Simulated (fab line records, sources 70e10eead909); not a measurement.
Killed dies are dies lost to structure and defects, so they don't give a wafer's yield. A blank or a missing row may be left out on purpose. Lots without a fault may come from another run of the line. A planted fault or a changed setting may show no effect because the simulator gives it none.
A struck lot beside a sound one | flow nand_harc | 20 steps out of a route of 1302
Sound: wafers L819.1, L819.4, L819.5. Struck: wafer L812.2. (L812.3, L812.5 of the same lot were not struck and are left out.) The cause comes at the end.
At each step with rows: each side's tool, then ch and its chambers, then its first start. Under that, the readings that differ: sound wafers | struck wafers | difference of the means | sigmas: that difference in standard deviations of wafers without a fault.
alike: readings whose means differ by less than 2 such deviations, and words and numbers that are the same on both sides. not compared: withheld readings, readings that some wafer has no value for, bounds like >300 that may hide the same value, and numbers for which the record gives no deviation and whose values overlap.
The two part at a step that has a row with sigmas, a row that says differs or no value, or rows on one side only. Numbers that don't overlap but have no deviation are shown without sigmas and don't part them. A reading that every wafer of one side lacks parts them only if that side has two wafers or more.

first, 3 steps without rows for these wafers: NHARC_A_CHANNEL_HOLE_D1_ETCH_20 (etches the open film in C4F8/O2/Ar, time 361.9 s, target depth 1600 nm); NHARC_A_CHANNEL_HOLE_D1_ETCH_21 (etches the open film in C4F8/O2/Ar, time 514.3 s, target depth 1600 nm); NHARC_A_CHANNEL_HOLE_D1_ETCH_22 (etches the open film in C4F8/O2/Ar, time 666.7 s, target depth 1600 nm).
NHARC_A_CHANNEL_HOLE_D1_ETCH_23: etches the open film in C4F8/O2/Ar, time 819 s, target depth 1600 nm.
  sound on har_etch-01 ch 0,1, day 16 20:37; struck on har_etch-02 ch 0, day 13 14:26
  reading                     | sound                | struck | difference | sigmas
  drypump_motor_current_A (A) | 6.5 6.6 6.4          | 5.5    | -1.0       | -2
  throttle_valve_pct (%)      | 32.154 32.160 32.142 | 32.130 | -0.022     | -2
  alike: showerhead_plenum_p_Torr
  not compared: rf_hours_counter_h
NHARC_A_CHANNEL_HOLE_D1_ETCH_24: etches the open film in C4F8/O2/Ar, time 906.2 s, target depth 1500 nm.
  sound on har_etch-01 ch 0,1, day 16 21:18; struck on har_etch-02 ch 0, day 13 15:09
  reading                     | sound       | struck | difference | sigmas
  drypump_motor_current_A (A) | 6.5 6.5 6.4 | 5.5    | -1.0       | -2
  alike: showerhead_plenum_p_Torr, throttle_valve_pct
  not compared: rf_hours_counter_h
then, 1 step without rows for these wafers: NHARC_A_CHANNEL_HOLE_D1_ETCH_25 (etches the open film in C4F8/O2/Ar, time 1040.2 s, target depth 1500 nm).
NHARC_A_CHANNEL_HOLE_D1_ETCH_26: etches the open film in C4F8/O2/Ar, time 224.1 s, target depth 300 nm.
  sound on har_etch-01 ch 0,1, day 16 22:58; struck on har_etch-02 ch 0, day 13 16:43
  reading                     | sound       | struck | difference | sigmas
  drypump_motor_current_A (A) | 6.5 6.5 6.4 | 5.5    | -1.0       | -2
  alike: showerhead_plenum_p_Torr, throttle_valve_pct
  not compared: rf_hours_counter_h
NHARC_A_CHANNEL_HOLE_D1_ETCH_33: etches the open film in C4F8/O2/Ar, time 90 s, target depth 400 nm.
  sound on har_etch-01 ch 0,1, day 16 23:10; struck on har_etch-02 ch 0, day 13 16:55
  reading                     | sound       | struck | difference | sigmas
  drypump_motor_current_A (A) | 6.6 6.6 6.4 | 5.5    | -1.0       | -2
  alike: showerhead_plenum_p_Torr, throttle_valve_pct
  not compared: rf_hours_counter_h
then, 3 steps without rows for these wafers: NHARC_A_CHANNEL_HOLE_D1_STRIP_41 (strips in N2/H2); NHARC_A_CHANNEL_HOLE_D1_STRIP_42 (strips in CF4/CHF3); NHARC_A_CHANNEL_HOLE_D1_STRIP_43 (strips in O2/COS).
NHARC_A_CHANNEL_HOLE_D1_ETCH_44: etches the open film in CF4/O2, target depth 140 nm, overetch 14 nm, time 77 s.
  sound on rie_diel-10 ch 2,3, day 16 23:55; struck on rie_diel-10 ch 3, day 13 17:38
  reading               | sound             | struck | difference | sigmas
  oes_product_au (a.u.) | 0.997 0.982 0.998 | 1.019  | +0.027     | +2
  alike: bias_w, drypump_motor_current_A, rf_vpp_V, showerhead_plenum_p_Torr, throttle_valve_pct
  not compared: rf_hours_counter_h
NHARC_A_CHANNEL_HOLE_D1_STRIP_27: strips in O2.
  sound on rie_diel-10 ch 1,3, day 17 00:04; struck on rie_diel-10 ch 2, day 13 17:50
  alike: drypump_motor_current_A, oes_product_au, rf_vpp_V, showerhead_plenum_p_Torr, throttle_valve_pct
  not compared: rf_hours_counter_h
then, 2 steps without rows for these wafers: NHARC_A_CHANNEL_HOLE_D1_PRECLEAN_28 (cleans in SC1); NHARC_A_CHANNEL_HOLE_D1_SRD_29.
NHARC_A_CHANNEL_HOLE_D1_CD_MEAS_30:
  sound on cd_sem-03, day 17 00:43; struck on cd_sem-03, day 13 18:27
  alike: cd_nm
then, 1 step without rows for these wafers: NHARC_A_CHANNEL_HOLE_D1_XSEM_31.
NHARC_A_CHANNEL_HOLE_D1_INSPECT_40:
  sound on defect_inspect-02, day 17 00:54; struck on defect_inspect-01, day 13 18:38
  reading          | sound    | struck | difference | sigmas
  raw_defect_count | 88 84 66 | 738    | +659       | +24
then, 1 step without rows for these wafers: NHARC_A_CHANNEL_FILL_D1_PRECLEAN_00 (cleans in SC1).
-- the record jumps here: 16 days lie between the struck wafers' starts before and after (it left off in module A_CHANNEL_FILL_D1 and takes up again in module END, whose first step shown is number 1302 of the route) --
NHARC_END_SORT_01:
  the record has rows for the struck wafers here (prober-01 ch 0, day 29 09:05) and none for the sound ones

WHERE THEY PART
First at NHARC_A_CHANNEL_HOLE_D1_ETCH_23; last, within this record, at NHARC_END_SORT_01.

WHY: what the simulator had put in
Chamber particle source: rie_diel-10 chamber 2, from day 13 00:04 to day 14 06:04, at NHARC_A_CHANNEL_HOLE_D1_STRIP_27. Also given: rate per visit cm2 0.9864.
